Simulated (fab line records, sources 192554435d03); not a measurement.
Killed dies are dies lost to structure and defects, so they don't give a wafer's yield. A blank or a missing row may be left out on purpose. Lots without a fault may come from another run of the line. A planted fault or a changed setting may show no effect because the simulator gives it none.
Chamber matching | flow n5_finfet | N5_BEOL_M10_CURE_71 on uv_cure-02: 3 sister chambers
The step cures SiCOH lowk, time 240 s. 27 wafers are shown with their chamber, then 12 later ones without.

WAFERS WITH THEIR CHAMBER
wafer  | chamber | wafer_temp_C_max | lamp_power_pct (%)
L077.2 | 1       | 386.2            | 52.31
L077.4 | 1       | 386.4            | 52.29
L077.6 | 1       | 386.4            | 52.33
L078.1 | 1       | 386.5            | 52.28
L078.4 | 1       | 386.4            | 52.32
L078.6 | 1       | 386.4            | 52.24
L079.1 | 0       | 386.4            | 52.38
L079.2 | 0       | 386.8            | 52.27
L079.4 | 0       | 386.8            | 52.24
L080.1 | 2       | 386.1            | 52.28
L080.3 | 2       | 386.6            | 52.38
L080.4 | 2       | 386.5            | 52.20
L083.1 | 1       | 386.6            | 52.28
L083.2 | 1       | 386.6            | 52.42
L083.5 | 1       | 386.0            | 52.29
L084.2 | 0       | 386.4            | 52.37
L084.4 | 0       | 386.2            | 52.28
L084.5 | 0       | 386.4            | 52.30
L086.1 | 2       | 386.6            | 52.15
L086.3 | 2       | 387.1            | 52.33
L086.6 | 2       | 386.5            | 52.48
L086.2 | 2       | 386.3            | 52.39
L086.4 | 2       | 386.3            | 52.37
L086.5 | 2       | 386.2            | 52.28
L088.1 | 1       | 386.7            | 52.42
L088.2 | 1       | 386.5            | 52.33
L088.5 | 1       | 386.1            | 52.26

SIGNATURES (means of the wafers above)
reading          | chamber 0 | chamber 1 | chamber 2 | scatter within a chamber
wafer_temp_C_max | 386.500   | 386.400   | 386.467   | 0.248
lamp_power_pct   | 52.3067   | 52.3142   | 52.3178   | 0.0747
Rule: a wafer's distance from a chamber is the root of the sum, over the readings, of the square of ((its reading less the chamber's mean) divided by the reading's scatter). The wafer belongs to the nearest chamber; if the next one is less than 2 further off, it can't be placed. The scatter: the root of (the sum of the squares of (reading less its chamber's mean) over the shown wafers, divided by (wafers less chambers)).

WAFERS WITHOUT THEIR CHAMBER
wafer  | wafer_temp_C_max | lamp_power_pct (%)
L090.1 | 386.0            | 52.28
L090.4 | 386.3            | 52.28
L090.6 | 386.6            | 52.30
L092.1 | 386.7            | 52.22
L092.4 | 386.4            | 52.40
L092.6 | 386.6            | 52.26
L092.2 | 386.4            | 52.34
L092.3 | 386.5            | 52.28
L092.5 | 386.8            | 52.28
L094.3 | 386.2            | 52.34
L094.4 | 386.6            | 52.29
L094.5 | 386.6            | 52.23

WHICH CHAMBER EACH WENT THROUGH
wafer  | from the rows above          | in truth
L090.1 | can't be placed: 1 or 2 or 0 | 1
L090.4 | can't be placed: 1 or 2 or 0 | 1
L090.6 | can't be placed: 0 or 2 or 1 | 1
L092.1 | can't be placed: 0 or 2 or 1 | 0
L092.4 | can't be placed: 2 or 1 or 0 | 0
L092.6 | can't be placed: 0 or 2 or 1 | 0
L092.2 | can't be placed: 1 or 2 or 0 | 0
L092.3 | can't be placed: 0 or 2 or 1 | 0
L092.5 | can't be placed: 0 or 2 or 1 | 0
L094.3 | can't be placed: 1 or 2 or 0 | 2
L094.4 | can't be placed: 0 or 2 or 1 | 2
L094.5 | can't be placed: 0 or 2 or 1 | 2
Placed correctly: 0 of 12. Can't be placed from these rows: 12 (the true chamber is among the candidates in 12). Placed wrongly: 0.
